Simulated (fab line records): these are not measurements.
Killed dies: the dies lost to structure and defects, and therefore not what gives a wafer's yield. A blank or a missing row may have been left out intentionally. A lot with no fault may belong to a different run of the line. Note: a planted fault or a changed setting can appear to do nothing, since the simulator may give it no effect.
Which tool did it? / flow n5_finfet / 29 wafers from 10 lots sampled at 5 of the route's 1938 steps

== WHAT THE GAUGES SHOWED, per wafer ==
Not one reading of a measure or inspect step in the record can be checked against a usual standard deviation.

== TOOL THAT RAN EACH LOT (tool first, then ch and the chambers of the sampled wafers, then the start) ==
lot=L466; N5_BEOL_M9_SPUTTER_48=pvd_sputter-02, day 10 06:10; N5_MIM_TOP_LITHO_DESCUM_10=rie_diel-06 ch 0,1,3, day 12 09:41; N5_MIM_TOP_ETCH_PECVD_03=pecvd-03 ch 1,2, day 12 10:07; N5_PASSIVATION_AL_DEP_21=pvd_sputter-03, day 12 13:18; N5_PASSIVATION_PROBE_49=-
lot=L473; N5_BEOL_M9_SPUTTER_48=pvd_sputter-01, day 11 20:53; N5_MIM_TOP_LITHO_DESCUM_10=rie_diel-06 ch 0,1,2, day 13 23:02; N5_MIM_TOP_ETCH_PECVD_03=pecvd-04 ch 0,2, day 13 23:24; N5_PASSIVATION_AL_DEP_21=pvd_sputter-02, day 14 04:10; N5_PASSIVATION_PROBE_49=-
lot=L471; N5_BEOL_M9_SPUTTER_48=pvd_sputter-03, day 11 23:14; N5_MIM_TOP_LITHO_DESCUM_10=rie_diel-02 ch 1,2,3, day 14 03:31; N5_MIM_TOP_ETCH_PECVD_03=pecvd-01 ch 0,1, day 14 03:50; N5_PASSIVATION_AL_DEP_21=pvd_sputter-01, day 14 06:53; N5_PASSIVATION_PROBE_49=prober-02, day 14 12:49
lot=L469; N5_BEOL_M9_SPUTTER_48=pvd_sputter-01, day 12 04:38; N5_MIM_TOP_LITHO_DESCUM_10=rie_diel-06 ch 0, day 14 03:37; N5_MIM_TOP_ETCH_PECVD_03=pecvd-04 ch 1,2, day 14 03:56; N5_PASSIVATION_AL_DEP_21=pvd_sputter-01, day 14 07:42; N5_PASSIVATION_PROBE_49=-
lot=L474; N5_BEOL_M9_SPUTTER_48=pvd_sputter-03, day 12 04:48; N5_MIM_TOP_LITHO_DESCUM_10=rie_diel-04 ch 0,2,3, day 14 07:52; N5_MIM_TOP_ETCH_PECVD_03=pecvd-01 ch 0,1, day 14 08:10; N5_PASSIVATION_AL_DEP_21=pvd_sputter-01, day 14 14:36; N5_PASSIVATION_PROBE_49=-
lot=L475; N5_BEOL_M9_SPUTTER_48=pvd_sputter-03, day 12 08:41; N5_MIM_TOP_LITHO_DESCUM_10=rie_diel-06 ch 0,1,2, day 14 14:56; N5_MIM_TOP_ETCH_PECVD_03=pecvd-04 ch 1,2, day 14 15:14; N5_PASSIVATION_AL_DEP_21=pvd_sputter-03, day 14 18:39; N5_PASSIVATION_PROBE_49=prober-02, day 15 00:21
lot=L482; N5_BEOL_M9_SPUTTER_48=pvd_sputter-03, day 14 15:24; N5_MIM_TOP_LITHO_DESCUM_10=rie_diel-04 ch 0,2,3, day 16 22:23; N5_MIM_TOP_ETCH_PECVD_03=pecvd-04 ch 0,1, day 16 22:40; N5_PASSIVATION_AL_DEP_21=pvd_sputter-02, day 17 02:24; N5_PASSIVATION_PROBE_49=prober-01, day 17 08:13
lot=L486; N5_BEOL_M9_SPUTTER_48=pvd_sputter-01, day 15 06:48; N5_MIM_TOP_LITHO_DESCUM_10=rie_diel-06 ch 1,2,3, day 17 00:35; N5_MIM_TOP_ETCH_PECVD_03=pecvd-01 ch 0,1, day 17 00:52; N5_PASSIVATION_AL_DEP_21=pvd_sputter-03, day 17 06:44; N5_PASSIVATION_PROBE_49=prober-02, day 17 12:46
lot=L488; N5_BEOL_M9_SPUTTER_48=pvd_sputter-01, day 16 04:45; N5_MIM_TOP_LITHO_DESCUM_10=rie_diel-06 ch 1,2, day 18 13:31; N5_MIM_TOP_ETCH_PECVD_03=pecvd-04 ch 0,1,2, day 18 13:50; N5_PASSIVATION_AL_DEP_21=pvd_sputter-03, day 18 18:52; N5_PASSIVATION_PROBE_49=-
lot=L489; N5_BEOL_M9_SPUTTER_48=pvd_sputter-02, day 16 05:10; N5_MIM_TOP_LITHO_DESCUM_10=rie_diel-04 ch 0,1,2, day 18 03:45; N5_MIM_TOP_ETCH_PECVD_03=pecvd-03 ch 0,2, day 18 04:02; N5_PASSIVATION_AL_DEP_21=pvd_sputter-01, day 18 08:17; N5_PASSIVATION_PROBE_49=-
- N5_BEOL_M9_SPUTTER_48: material Cu, target thk 12 nm, time 2 s.
- N5_MIM_TOP_LITHO_DESCUM_10: chemistry O2, time 7.9 s.
- N5_MIM_TOP_ETCH_PECVD_03: deposits SiNx from SiH4/NH3/N2, target thk 20 nm, time 17.6 s.
- N5_PASSIVATION_AL_DEP_21: deposits Al, target thk 2800 nm, time 170 s.
- N5_PASSIVATION_PROBE_49

== AS READ BY THE TOOLS THEMSELVES (means over the sampled wafers that have a number; for cases with no such wafer, the mark the record gives instead) ==
N5_BEOL_M9_SPUTTER_48. Usual: bias_v 60.0 V, standard deviation 0.56; cathode_dc_power_W 26000 W, standard deviation 4.6; susceptor_temp_C -19.99 C, standard deviation 0.1; throttle_valve_pct 29.9 %, standard deviation 0.94.
lot=L466; tool=pvd_sputter-02; bias_v (V)=60.0; cathode_dc_power_W (W)=25999; susceptor_temp_C (C)=-19.87; throttle_valve_pct (%)=28.5; flag=
lot=L473; tool=pvd_sputter-01; bias_v (V)=60.1; cathode_dc_power_W (W)=25999; susceptor_temp_C (C)=-19.92; throttle_valve_pct (%)=30.0; flag=
lot=L471; tool=pvd_sputter-03; bias_v (V)=60.0; cathode_dc_power_W (W)=26001; susceptor_temp_C (C)=-20.06; throttle_valve_pct (%)=30.5; flag=
lot=L469; tool=pvd_sputter-01; bias_v (V)=60.4; cathode_dc_power_W (W)=26002; susceptor_temp_C (C)=-20.05; throttle_valve_pct (%)=29.9; flag=
lot=L474; tool=pvd_sputter-03; bias_v (V)=60.0; cathode_dc_power_W (W)=26002; susceptor_temp_C (C)=-20.04; throttle_valve_pct (%)=30.2; flag=
lot=L475; tool=pvd_sputter-03; bias_v (V)=59.8; cathode_dc_power_W (W)=25999; susceptor_temp_C (C)=-20.02; throttle_valve_pct (%)=30.3; flag=
lot=L482; tool=pvd_sputter-03; bias_v (V)=60.2; cathode_dc_power_W (W)=25997; susceptor_temp_C (C)=-; throttle_valve_pct (%)=30.1; flag=OFF
lot=L486; tool=pvd_sputter-01; bias_v (V)=60.1; cathode_dc_power_W (W)=26000; susceptor_temp_C (C)=-19.98; throttle_valve_pct (%)=30.0; flag=
lot=L488; tool=pvd_sputter-01; bias_v (V)=60.0; cathode_dc_power_W (W)=25998; susceptor_temp_C (C)=-19.97; throttle_valve_pct (%)=29.8; flag=
lot=L489; tool=pvd_sputter-02; bias_v (V)=60.4; cathode_dc_power_W (W)=25999; susceptor_temp_C (C)=-20.05; throttle_valve_pct (%)=29.8; flag=

N5_MIM_TOP_LITHO_DESCUM_10. Usual: drypump_motor_current_A 5.9 A, standard deviation 0.51; oes_product_au 0.80 a.u., standard deviation 0.086; rf_vpp_V 243.1 V, standard deviation 1.4; showerhead_plenum_p_Torr 2.10 Torr, standard deviation 0.068; throttle_valve_pct 20.36 %, standard deviation 0.17.
lot=L466; tool=rie_diel-06; drypump_motor_current_A (A)=6.2; oes_product_au (a.u.)=0.75; rf_vpp_V (V)=243.3; showerhead_plenum_p_Torr (Torr)=2.10; throttle_valve_pct (%)=20.34; flag=
lot=L473; tool=rie_diel-06; drypump_motor_current_A (A)=5.7; oes_product_au (a.u.)=0.81; rf_vpp_V (V)=242.8; showerhead_plenum_p_Torr (Torr)=2.05; throttle_valve_pct (%)=20.30; flag=
lot=L471; tool=rie_diel-02; drypump_motor_current_A (A)=6.3; oes_product_au (a.u.)=0.88; rf_vpp_V (V)=241.7; showerhead_plenum_p_Torr (Torr)=2.06; throttle_valve_pct (%)=20.35; flag=
lot=L469; tool=rie_diel-06; drypump_motor_current_A (A)=6.4; oes_product_au (a.u.)=0.70; rf_vpp_V (V)=242.4; showerhead_plenum_p_Torr (Torr)=2.07; throttle_valve_pct (%)=20.25; flag=
lot=L474; tool=rie_diel-04; drypump_motor_current_A (A)=5.9; oes_product_au (a.u.)=0.82; rf_vpp_V (V)=244.8; showerhead_plenum_p_Torr (Torr)=2.20; throttle_valve_pct (%)=20.28; flag=
lot=L475; tool=rie_diel-06; drypump_motor_current_A (A)=5.7; oes_product_au (a.u.)=0.80; rf_vpp_V (V)=242.1; showerhead_plenum_p_Torr (Torr)=2.05; throttle_valve_pct (%)=20.30; flag=
lot=L482; tool=rie_diel-04; drypump_motor_current_A (A)=5.9; oes_product_au (a.u.)=0.80; rf_vpp_V (V)=244.2; showerhead_plenum_p_Torr (Torr)=2.19; throttle_valve_pct (%)=20.29; flag=
lot=L486; tool=rie_diel-06; drypump_motor_current_A (A)=5.7; oes_product_au (a.u.)=0.79; rf_vpp_V (V)=242.1; showerhead_plenum_p_Torr (Torr)=2.08; throttle_valve_pct (%)=20.42; flag=
lot=L488; tool=rie_diel-06; drypump_motor_current_A (A)=5.2; oes_product_au (a.u.)=0.83; rf_vpp_V (V)=242.3; showerhead_plenum_p_Torr (Torr)=2.04; throttle_valve_pct (%)=20.35; flag=
lot=L489; tool=rie_diel-04; drypump_motor_current_A (A)=5.9; oes_product_au (a.u.)=0.78; rf_vpp_V (V)=243.0; showerhead_plenum_p_Torr (Torr)=2.15; throttle_valve_pct (%)=20.43; flag=

N5_MIM_TOP_ETCH_PECVD_03. Usual: chamber_pressure_Torr 1.4998 Torr, standard deviation 0.0029; heater_power_w 792 W, standard deviation 92; showerhead_plenum_p_Torr 5.14 Torr, standard deviation 0.062; susceptor_temp_C 399.99 C, standard deviation 0.22; throttle_valve_pct 39.6 %, standard deviation 1.7.
lot=L466; tool=pecvd-03; chamber_pressure_Torr (Torr)=1.4960; heater_power_w (W)=728; showerhead_plenum_p_Torr (Torr)=5.15; susceptor_temp_C (C)=399.90; throttle_valve_pct (%)=41.1; flag=
lot=L473; tool=pecvd-04; chamber_pressure_Torr (Torr)=1.4984; heater_power_w (W)=854; showerhead_plenum_p_Torr (Torr)=5.12; susceptor_temp_C (C)=400.09; throttle_valve_pct (%)=39.4; flag=
lot=L471; tool=pecvd-01; chamber_pressure_Torr (Torr)=1.5019; heater_power_w (W)=679; showerhead_plenum_p_Torr (Torr)=5.14; susceptor_temp_C (C)=400.20; throttle_valve_pct (%)=39.8; flag=
lot=L469; tool=pecvd-04; chamber_pressure_Torr (Torr)=1.5019; heater_power_w (W)=764; showerhead_plenum_p_Torr (Torr)=5.11; susceptor_temp_C (C)=400.02; throttle_valve_pct (%)=38.9; flag=
lot=L474; tool=pecvd-01; chamber_pressure_Torr (Torr)=1.4997; heater_power_w (W)=753; showerhead_plenum_p_Torr (Torr)=5.13; susceptor_temp_C (C)=399.85; throttle_valve_pct (%)=39.8; flag=
lot=L475; tool=pecvd-04; chamber_pressure_Torr (Torr)=1.4993; heater_power_w (W)=852; showerhead_plenum_p_Torr (Torr)=5.11; susceptor_temp_C (C)=400.18; throttle_valve_pct (%)=38.0; flag=
lot=L482; tool=pecvd-04; chamber_pressure_Torr (Torr)=1.5017; heater_power_w (W)=851; showerhead_plenum_p_Torr (Torr)=5.11; susceptor_temp_C (C)=400.08; throttle_valve_pct (%)=40.8; flag=
lot=L486; tool=pecvd-01; chamber_pressure_Torr (Torr)=1.5009; heater_power_w (W)=763; showerhead_plenum_p_Torr (Torr)=5.14; susceptor_temp_C (C)=400.20; throttle_valve_pct (%)=39.8; flag=
lot=L488; tool=pecvd-04; chamber_pressure_Torr (Torr)=1.4975; heater_power_w (W)=832; showerhead_plenum_p_Torr (Torr)=5.11; susceptor_temp_C (C)=399.97; throttle_valve_pct (%)=39.5; flag=
lot=L489; tool=pecvd-03; chamber_pressure_Torr (Torr)=1.5000; heater_power_w (W)=683; showerhead_plenum_p_Torr (Torr)=5.24; susceptor_temp_C (C)=400.10; throttle_valve_pct (%)=38.3; flag=

N5_PASSIVATION_AL_DEP_21. Usual: cathode_dc_power_W 30000 W, standard deviation 5.6; susceptor_temp_C 399.98 C, standard deviation 0.23; throttle_valve_pct 30.0 %, standard deviation 0.77.
lot=L466; tool=pvd_sputter-03; cathode_dc_power_W (W)=30002; susceptor_temp_C (C)=399.99; throttle_valve_pct (%)=30.9; flag=
lot=L473; tool=pvd_sputter-02; cathode_dc_power_W (W)=30004; susceptor_temp_C (C)=399.80; throttle_valve_pct (%)=29.4; flag=
lot=L471; tool=pvd_sputter-01; cathode_dc_power_W (W)=30000; susceptor_temp_C (C)=400.13; throttle_valve_pct (%)=30.1; flag=
lot=L469; tool=pvd_sputter-01; cathode_dc_power_W (W)=29995; susceptor_temp_C (C)=399.79; throttle_valve_pct (%)=29.8; flag=
lot=L474; tool=pvd_sputter-01; cathode_dc_power_W (W)=30005; susceptor_temp_C (C)=400.01; throttle_valve_pct (%)=29.5; flag=
lot=L475; tool=pvd_sputter-03; cathode_dc_power_W (W)=30000; susceptor_temp_C (C)=399.87; throttle_valve_pct (%)=30.8; flag=
lot=L482; tool=pvd_sputter-02; cathode_dc_power_W (W)=30001; susceptor_temp_C (C)=399.87; throttle_valve_pct (%)=29.4; flag=
lot=L486; tool=pvd_sputter-03; cathode_dc_power_W (W)=30002; susceptor_temp_C (C)=400.26; throttle_valve_pct (%)=30.2; flag=
lot=L488; tool=pvd_sputter-03; cathode_dc_power_W (W)=29996; susceptor_temp_C (C)=399.53; throttle_valve_pct (%)=30.4; flag=
lot=L489; tool=pvd_sputter-01; cathode_dc_power_W (W)=30001; susceptor_temp_C (C)=400.17; throttle_valve_pct (%)=30.1; flag=

N5_PASSIVATION_PROBE_49. Usual: defect_limited_yield 91.5 %, standard deviation 1.4; killed_at_M0_to_M3 32, standard deviation 11; killed_at_M4_up 12, standard deviation 4.4; killed_at_contacts 13, standard deviation 6.1; killed_at_front_end 39, standard deviation 12; killed_at_other 3.9, standard deviation 3; killed_dies 100, standard deviation 17; killed_open 66, standard deviation 12; killed_short 33, standard deviation 7.4; sort_bin_5_function 5.0 %, standard deviation 0.95; sort_bin_6_memory 3.2 %, standard deviation 0.66; sort_n_pass 1079, standard deviation 17; sort_yield_pct 91.4 %, standard deviation 1.5.
lot=L471; tool=prober-02; defect_limited_yield (%)=91.4; killed_at_M0_to_M3=35; killed_at_M4_up=9; killed_at_contacts=14; killed_at_front_end=43; killed_at_other=1.0; killed_dies=102; killed_open=69; killed_short=30; sort_bin_5_function (%)=5.4; sort_bin_6_memory (%)=2.9; sort_n_pass=1078; sort_yield_pct (%)=91.4; flag=
lot=L475; tool=prober-02; defect_limited_yield (%)=93.3; killed_at_M0_to_M3=29; killed_at_M4_up=13; killed_at_contacts=5; killed_at_front_end=28; killed_at_other=3.3; killed_dies=79; killed_open=54; killed_short=25; sort_bin_5_function (%)=4.0; sort_bin_6_memory (%)=2.4; sort_n_pass=1101; sort_yield_pct (%)=93.3; flag=
lot=L482; tool=prober-01; defect_limited_yield (%)=91.9; killed_at_M0_to_M3=21; killed_at_M4_up=31; killed_at_contacts=16; killed_at_front_end=26; killed_at_other=2.0; killed_dies=96; killed_open=57; killed_short=23; sort_bin_5_function (%)=4.8; sort_bin_6_memory (%)=3.2; sort_n_pass=1084; sort_yield_pct (%)=91.9; flag=OFF
lot=L486; tool=prober-02; defect_limited_yield (%)=93.2; killed_at_M0_to_M3=25; killed_at_M4_up=14; killed_at_contacts=12; killed_at_front_end=27; killed_at_other=2.3; killed_dies=81; killed_open=50; killed_short=30; sort_bin_5_function (%)=4.1; sort_bin_6_memory (%)=2.5; sort_n_pass=1099; sort_yield_pct (%)=93.2; flag=

== THE ANSWER, worked out from the rows above alone ==
Rule: lot off if the mean of its wafers having a number is beyond 3 standard deviations from the usual mean. A lot without any number at a reading at which 4 lots or more have one is off too. The other lots that the step has rows for count as sound. Order of review: gauges by route order, followed by the tools' own readings, for which a lot's mean as printed above is used. The first step at which some lot is off is used, and at that step the reading that is off furthest; a lot without a number counts as furthest.
Off at N5_BEOL_M9_SPUTTER_48 (susceptor_temp_C): L482. Without a number there: L482.
If a tool, at that step or one of the process steps before it, ran each lot that is off and ran no sound lot following the first of them, it fits. One fits: pvd_sputter-03 at N5_BEOL_M9_SPUTTER_48. Its last sound lot is L475 (day 12 08:41), its first lot that is off L482 (day 14 15:24): a fault that began between those two fits.
Blank at N5_BEOL_M9_SPUTTER_48 on the lots that are off, where sound lots have numbers: susceptor_temp_C.

== WHAT THE SIMULATOR HAD PUT IN ==
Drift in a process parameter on pvd_sputter-03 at N5_BEOL_M9_SPUTTER_48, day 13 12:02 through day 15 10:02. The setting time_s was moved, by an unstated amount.
Shown lots that were struck: L482. Same finding as the rule above.
